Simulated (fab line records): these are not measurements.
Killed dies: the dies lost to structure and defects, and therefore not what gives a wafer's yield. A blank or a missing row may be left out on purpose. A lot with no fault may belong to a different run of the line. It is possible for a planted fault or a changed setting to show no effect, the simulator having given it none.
Chamber matching || flow n5Finfet || rieDiel-04 running N5_WELL_APT_DESCUM_30: 4 sister chambers
The step chemistry O2, time 7.9 s. 4 wafers are shown with their chamber, then 7 later ones without.

WAFERS, EACH WITH ITS CHAMBER
{"wafer": "L085.1", "chamber": 3, "showerheadPlenumPTorr (Torr)": 1.97}
{"wafer": "L087.5", "chamber": 2, "showerheadPlenumPTorr (Torr)": 2.12}
{"wafer": "L089.1", "chamber": 0, "showerheadPlenumPTorr (Torr)": 2.08}
{"wafer": "L089.3", "chamber": 1, "showerheadPlenumPTorr (Torr)": 2.05}

WAFERS WITHOUT THEIR CHAMBER
{"wafer": "L089.4", "showerheadPlenumPTorr (Torr)": 2.12}
{"wafer": "L092.4", "showerheadPlenumPTorr (Torr)": 2.04}
{"wafer": "L092.5", "showerheadPlenumPTorr (Torr)": 2.11}
{"wafer": "L092.6", "showerheadPlenumPTorr (Torr)": 2.04}
{"wafer": "L094.1", "showerheadPlenumPTorr (Torr)": 2.11}
{"wafer": "L094.2", "showerheadPlenumPTorr (Torr)": 2.08}
{"wafer": "L094.3", "showerheadPlenumPTorr (Torr)": 2.04}

CHAMBER TAKEN BY EACH
{"wafer": "L089.4", "from the rows above": 2, "in truth": 2}
{"wafer": "L092.4", "from the rows above": 1, "in truth": 1}
{"wafer": "L092.5", "from the rows above": 2, "in truth": 2}
{"wafer": "L092.6", "from the rows above": 1, "in truth": 1}
{"wafer": "L094.1", "from the rows above": 2, "in truth": 2}
{"wafer": "L094.2", "from the rows above": 0, "in truth": 0}
{"wafer": "L094.3", "from the rows above": 1, "in truth": 1}
Correct placement for 7 of the 7. Left unplaced by these rows: 0. 0 placed wrongly.
How it was worked out, from the rows above alone: a wafer's distance from a chamber is the root of the sum, over the readings, of the square of ((its reading less the chamber's mean) divided by the reading's scatter). The wafer belongs to the nearest chamber; if the next one is less than 2 further off, it can't be placed. A chamber's mean is the mean of its shown wafers. The scatter (one wafer shown for each chamber): square how far every hidden wafer sits from the nearest shown wafer, average those squares and take the square root.
